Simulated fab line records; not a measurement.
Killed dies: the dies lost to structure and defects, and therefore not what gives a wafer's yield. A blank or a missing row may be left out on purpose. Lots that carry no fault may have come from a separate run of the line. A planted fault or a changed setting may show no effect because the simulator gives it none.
A struck lot beside a sound one / flow n5 finfet / 35 out of 1938 route steps
Sound: these wafers, L112.1, L112.4, L112.5. Struck: wafers L106.1, L106.2, L106.3. The cause comes at the end.
For every step that has rows: the tool of each side, followed by ch and its chambers, followed by its first start. Under that, the readings that differ: sound wafers / struck wafers / difference of the means / sigmas: that difference in standard deviations of wafers without a fault.
alike: readings with means less than 2 such deviations apart, plus words and numbers identical on both sides. not compared: withheld readings, readings lacking a value on some wafer, bounds such as >300 that could conceal the same value, and numbers that have no deviation in the record and whose values overlap.
A row with sigmas, a row that says differs or no value, or rows on one side alone: a step with any of these is where the two part. When numbers do not overlap yet have no deviation, they are printed without sigmas and do not part them. A reading missing from all wafers of one side parts the sides only when that side holds two or more wafers.

first, 9 steps without rows for these wafers: N5_BEOL_M2_ILD_DEP_00 (deposits SiOC from DEMS/O2, target thk 79 nm, time 15.3 s); N5_BEOL_M2_PECVD_72 (deposits SiO2 from TEOS/O2, target thk 16 nm, time 18 s); N5_BEOL_M2_HM_DEP_02 (deposits TiN, target thk 20 nm); N5_BEOL_M2_COAT_61 (time 60 s, resist thk 60 nm); N5_BEOL_M2_COAT_62 (time 60 s, resist thk 12 nm); N5_BEOL_M2_COAT_73 (time 60 s, resist thk 5 nm); N5_BEOL_M2_COAT_05 (resist thk 30 nm); N5_BEOL_M2_EBR_07; N5_BEOL_M2_SOFTBAKE_06 (time 60 s).
N5_BEOL_M2_EXPOSE_08: exposes mask M2.
  sound on euv scanner-02 ch 0, day 10 21:31; struck on euv scanner-01 ch 0, day 10 00:52
reading=exposure dose mJ cm2; sound=41.22 41.23 41.17; struck=42.64 42.62 42.62; difference=+1.42; sigmas=+33
  alike: mask
then, 2 steps without rows for these wafers: N5_BEOL_M2_PEB_09 (peb time 60 s); N5_BEOL_M2_DEVELOP_10 (develop time 30 s).
N5_BEOL_M2_CD_MEAS_11 targets a cd of 16.79 nm.
  sound on cd sem-01 ch 0, day 10 21:38; struck on cd sem-01 ch 0, day 10 00:59
reading=cd nm (nm); sound=16.89 16.40 16.92; struck=17.61 16.93 17.47; difference=+0.60; sigmas=+3
then, 1 step without rows for these wafers: N5_BEOL_M2_DESCUM_16 (chemistry O2, time 7 s).
N5_BEOL_M2_ETCH_74: etches underlayer in N2/H2, target depth 6.5 nm, time 5.2 s.
  sound on rie diel-05 ch 0,2,3, day 10 21:48; struck on rie diel-05 ch 0,1,2, day 10 01:25
reading=model.BEOL_M2.cd offset nm (nm); sound=0.2 0 0.2; struck=0.4 0.6 0.6; difference=+0.4; sigmas=
  alike: drypump motor current A, etch rf on time s, oes product au, rf vpp V, showerhead plenum p Torr, throttle valve pct
  not compared: rf hours counter h
then, 5 steps without rows for these wafers: N5_BEOL_M2_ETCH_63 (etches SiARC in CF4, target depth 15.6 nm, time 26 s); N5_BEOL_M2_ETCH_64 (etches SOC in N2/H2, target depth 75 nm, overetch 22.5 nm, time 121.9 s); N5_BEOL_M2_STRIP_65 (strips in N2/H2); N5_BEOL_M2_STRIP_75 (strips in N2/H2); N5_BEOL_M2_STRIP_66 (strips in CF4).
N5_BEOL_M2_HM_OPEN_17: chemistry Cl2/BCl3, target TiN, target depth 20 nm, overetch 6 nm.
  sound on rie metal-03 ch 0,1, day 10 22:01; struck on rie metal-01 ch 0,1, day 10 01:38
reading=drypump motor current A (A); sound=4.9 4.9 4.9; struck=6.3 5.7 5.7; difference=+1.0; sigmas=+2
reading=model.BEOL_M2.cd offset nm (nm); sound=0.2 -0.2 0; struck=0.6 0.4 0.6; difference=+0.5; sigmas=
  alike: bcl3 flow sccm, oes product au, throttle valve pct
  not compared: rf hours counter h
then, 12 steps without rows for these wafers: N5_BEOL_M2_STRIP_19 (strips in O2); N5_BEOL_M2_COAT_67 (time 60 s, resist thk 60 nm); N5_BEOL_M2_COAT_68 (time 60 s, resist thk 12 nm); N5_BEOL_M2_COAT_76 (time 60 s, resist thk 5 nm); N5_BEOL_M2_COAT_22 (resist thk 30 nm); N5_BEOL_M2_EBR_24; N5_BEOL_M2_SOFTBAKE_23 (time 60 s); N5_BEOL_M2_EXPOSE_25 (exposes mask V1, defocus 5 nm); N5_BEOL_M2_PEB_26 (peb time 60 s); N5_BEOL_M2_DEVELOP_27 (develop time 30 s); N5_BEOL_M2_DESCUM_33 (chemistry O2, time 7 s); N5_BEOL_M2_ETCH_77 (etches underlayer in N2/H2, target depth 6.5 nm, time 5.2 s).
N5_BEOL_M4_RC_MEAS_101:
  sound on prober-02 ch 0, day 12 10:34; struck on prober-01 ch 0, day 11 23:22
reading=DIBL_N (mV/V); sound=38.4 37.3 36.9; struck=36.9 33.6 33.3; difference=-2.9; sigmas=-2
  alike: DIBL_P, IOFF_N, IOFF_P, ION_N, ION_P, SS_N, SS_P, VT_N, VT_P
-- record jumps: 4 days separate the struck wafers' starts on either side; left off in module BEOL_M4, taken up again in module PASSIVATION, whose first shown step is the route's number 1936 --
N5_PASSIVATION_PROBE_49:
  the record has rows for the struck wafers here (prober-02, day 16 10:18) and none for the sound ones

WHERE THEY PART
First at N5_BEOL_M2_EXPOSE_08; last, within this record, at N5_PASSIVATION_PROBE_49.

WHY: what the simulator had put in
Process parameter drift: euv scanner-01, from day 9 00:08 on, at N5_BEOL_M2_EXPOSE_08. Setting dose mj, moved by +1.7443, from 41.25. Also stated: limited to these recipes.
